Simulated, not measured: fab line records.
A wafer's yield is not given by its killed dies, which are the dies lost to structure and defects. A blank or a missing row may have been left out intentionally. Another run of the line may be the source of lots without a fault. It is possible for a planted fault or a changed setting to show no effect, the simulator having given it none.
The tool behind it: which one? + flow nand-harc + Sampling: 13 lots, 39 wafers, 5 of 1302 route steps

== WHAT THE GAUGES SHOWED, per wafer ==
NHARC_END_SORT_01.
| lot  | measured     | on        | killed-at-array | killed-at-other | killed-at-periphery | killed-dies | killed-open | killed-short |
|------|--------------|-----------|-----------------|-----------------|---------------------|-------------|-------------|--------------|
| L761 | day 30 05:26 | prober-02 | 79 75 477       | 6 0 4           | 5 5 1               | 90 80 482   | 1 2 6       | 5 5 2        |
| L762 | day 30 09:55 | prober-01 | 50 38 420       | 3 1 2           | 3 1 6               | 56 40 428   | 2 4 0       | 2 1 2        |

== TOOL THAT RAN EACH LOT (tool first, then ch and the chambers of the sampled wafers, then the start) ==
| lot  | NHARC_A_WL_FILL_CVD_03        | NHARC_A_BONDPAD_PVD_27                  | NHARC_THIN_TSV_ETCH_15           | NHARC_THIN_TSV_ANNEAL_52         |
|------|-------------------------------|-----------------------------------------|----------------------------------|----------------------------------|
| L748 | cvd-w-02 ch 0,1, day 20 18:44 | pvd-sputter-03, day 24 06:11 or earlier | rie-si-02 ch 1,2, day 24 06:11   | rtp-anneal-01 ch 0, day 24 09:29 |
| L749 | cvd-w-01 ch 0,1, day 20 20:56 | pvd-sputter-01, day 24 07:38 or earlier | rie-si-01 ch 0,1,2, day 24 07:38 | rtp-anneal-01 ch 0, day 24 10:54 |
| L750 | cvd-w-02 ch 0,1, day 21 07:20 | pvd-sputter-01, day 24 17:51 or earlier | rie-si-02 ch 1,2,3, day 24 17:51 | rtp-anneal-01 ch 0, day 24 21:08 |
| L752 | cvd-w-02 ch 0,1, day 21 14:52 | pvd-sputter-03, day 25 00:51 or earlier | rie-si-01 ch 2,3, day 25 00:51   | rtp-anneal-02 ch 0, day 25 04:11 |
| L753 | cvd-w-02 ch 0,1, day 21 22:08 | pvd-sputter-03, day 25 10:15 or earlier | rie-si-03 ch 1,2,3, day 25 10:15 | rtp-anneal-01 ch 0, day 25 13:31 |
| L755 | cvd-w-02 ch 0,1, day 23 06:35 | pvd-sputter-01, day 26 18:37 or earlier | rie-si-01 ch 0,1, day 26 18:37   | rtp-anneal-02 ch 0, day 26 21:56 |
| L761 | cvd-w-02 ch 0,1, day 26 00:47 | pvd-sputter-01, day 29 13:19 or earlier | rie-si-01 ch 0,3, day 29 13:19   | rtp-anneal-02 ch 0, day 29 16:41 |
| L762 | cvd-w-02 ch 0,1, day 26 11:31 | pvd-sputter-03, day 29 17:35 or earlier | rie-si-03 ch 1,3, day 29 17:35   | rtp-anneal-01 ch 0, day 29 20:51 |
| L764 | cvd-w-01 ch 1, day 27 11:19   | pvd-sputter-02, day 30 23:47 or earlier | rie-si-02 ch 0,2,3, day 30 23:47 | rtp-anneal-02 ch 0, day 31 02:57 |
| L765 | cvd-w-01 ch 1, day 27 11:49   | pvd-sputter-02, day 30 22:33 or earlier | rie-si-01 ch 0,1, day 30 22:33   | rtp-anneal-01 ch 0, day 31 01:44 |
| L767 | cvd-w-01 ch 1, day 27 20:01   | pvd-sputter-01, day 31 07:23 or earlier | rie-si-03 ch 0,1,3, day 31 07:23 | rtp-anneal-01 ch 0, day 31 10:37 |
| L769 | cvd-w-01 ch 0,1, day 29 06:35 | pvd-sputter-03, day 32 15:20 or earlier | rie-si-01 ch 0,1, day 32 15:20   | rtp-anneal-01 ch 0, day 32 18:33 |
| L771 | cvd-w-01 ch 0,1, day 30 09:46 | pvd-sputter-02, day 33 21:28 or earlier | rie-si-03 ch 0,3, day 33 21:28   | rtp-anneal-02 ch 0, day 34 00:38 |
- NHARC_A_WL_FILL_CVD_03: deposits W, target thk 40 nm, time 279 s.
- NHARC_A_BONDPAD_PVD_27: deposits Cu, target thk 30 nm, time 20.49 s.
- NHARC_THIN_TSV_ETCH_15: target depth 3000 nm, bosch target overetch cycles 2, bosch etch step 2.8 s.
- NHARC_THIN_TSV_ANNEAL_52: time 90 s.

== WHAT THE TOOLS THEMSELVES READ (means of the sampled wafers that have a number; where no wafer has one, the mark that the record gives instead) ==
NHARC_A_WL_FILL_CVD_03.
| lot  | tool     | heater-power-w (W) | mfc-wf6-sccm (sccm) | throttle-valve-pct (%) |
|------|----------|--------------------|---------------------|------------------------|
| L748 | cvd-w-02 | 434                | 40.09               | 7.67                   |
| L749 | cvd-w-01 | 456                | 40.13               | 7.47                   |
| L750 | cvd-w-02 | 462                | 39.96               | 7.62                   |
| L752 | cvd-w-02 | 456                | 39.89               | 7.46                   |
| L753 | cvd-w-02 | 464                | 39.99               | 7.72                   |
| L755 | cvd-w-02 | 463                | 39.91               | 7.65                   |
| L761 | cvd-w-02 | 426                | 39.87               | 7.71                   |
| L762 | cvd-w-02 | 464                | 40.04               | 7.83                   |
| L764 | cvd-w-01 | 414                | 40.16               | 8.10                   |
| L765 | cvd-w-01 | 427                | 40.09               | 7.99                   |
| L767 | cvd-w-01 | 415                | 39.92               | 7.93                   |
| L769 | cvd-w-01 | 445                | 40.09               | 7.66                   |
| L771 | cvd-w-01 | 441                | 40.02               | 7.88                   |

NHARC_A_BONDPAD_PVD_27.
| lot  | tool           | cathode-dc-power-W (W) | throttle-valve-pct (%) |
|------|----------------|------------------------|------------------------|
| L748 | pvd-sputter-03 | 5000.5                 | 30.4                   |
| L749 | pvd-sputter-01 | 4999.7                 | 29.8                   |
| L750 | pvd-sputter-01 | 4999.9                 | 29.7                   |
| L752 | pvd-sputter-03 | 4999.8                 | 30.3                   |
| L753 | pvd-sputter-03 | 4999.7                 | 30.2                   |
| L755 | pvd-sputter-01 | 4999.5                 | 30.0                   |
| L761 | pvd-sputter-01 | 4999.9                 | 29.5                   |
| L762 | pvd-sputter-03 | 5000.8                 | 29.8                   |
| L764 | pvd-sputter-02 | 4999.5                 | 29.3                   |
| L765 | pvd-sputter-02 | 4999.9                 | 29.4                   |
| L767 | pvd-sputter-01 | 5000.7                 | 29.7                   |
| L769 | pvd-sputter-03 | 5000.5                 | 29.5                   |
| L771 | pvd-sputter-02 | 4999.2                 | 30.1                   |

NHARC_THIN_TSV_ETCH_15.
| lot  | tool      | drypump-motor-current-A (A) |
|------|-----------|-----------------------------|
| L748 | rie-si-02 | 5.9                         |
| L749 | rie-si-01 | 5.9                         |
| L750 | rie-si-02 | 6.0                         |
| L752 | rie-si-01 | 6.0                         |
| L753 | rie-si-03 | 5.5                         |
| L755 | rie-si-01 | 5.7                         |
| L761 | rie-si-01 | 6.2                         |
| L762 | rie-si-03 | 5.4                         |
| L764 | rie-si-02 | 6.2                         |
| L765 | rie-si-01 | 5.7                         |
| L767 | rie-si-03 | 5.5                         |
| L769 | rie-si-01 | 5.7                         |
| L771 | rie-si-03 | 5.3                         |

NHARC_THIN_TSV_ANNEAL_52.
| lot  | tool          | wafer_temp_C_max |
|------|---------------|------------------|
| L748 | rtp-anneal-01 | 226.06           |
| L749 | rtp-anneal-01 | 226.10           |
| L750 | rtp-anneal-01 | 226.00           |
| L752 | rtp-anneal-02 | 226.39           |
| L753 | rtp-anneal-01 | 225.97           |
| L755 | rtp-anneal-02 | 226.24           |
| L761 | rtp-anneal-02 | 225.91           |
| L762 | rtp-anneal-01 | 226.33           |
| L764 | rtp-anneal-02 | 226.03           |
| L765 | rtp-anneal-01 | 225.97           |
| L767 | rtp-anneal-01 | 226.20           |
| L769 | rtp-anneal-01 | 226.17           |
| L771 | rtp-anneal-02 | 226.17           |

== THE ANSWER, worked out from the rows above alone ==
Rule: the lots themselves supply what counts as usual. The widest of any qualifying gaps counts: lots, ordered by their means at a reading, are off when they make up no more than a third of the lots, leave a main group of 4 or more, and stand apart from it by 3 or more times the standard deviation of that group's means. If all means in a main group match to the digits the tables above print for the reading, that group is not used. Also off: a lot with no number at a reading for which 4 or more lots have one. Where the step has rows for the other lots, those lots are counted as sound. The gauges are gone through in route order, then the tools' own readings, and for those a lot's mean is taken as printed above. At the first step where some lot is off, the reading lying furthest off is the one used; lots without a number count as furthest.
No lot is off at any reading shown: from this, nothing can be told.

== WHAT THE SIMULATOR PUT IN ==
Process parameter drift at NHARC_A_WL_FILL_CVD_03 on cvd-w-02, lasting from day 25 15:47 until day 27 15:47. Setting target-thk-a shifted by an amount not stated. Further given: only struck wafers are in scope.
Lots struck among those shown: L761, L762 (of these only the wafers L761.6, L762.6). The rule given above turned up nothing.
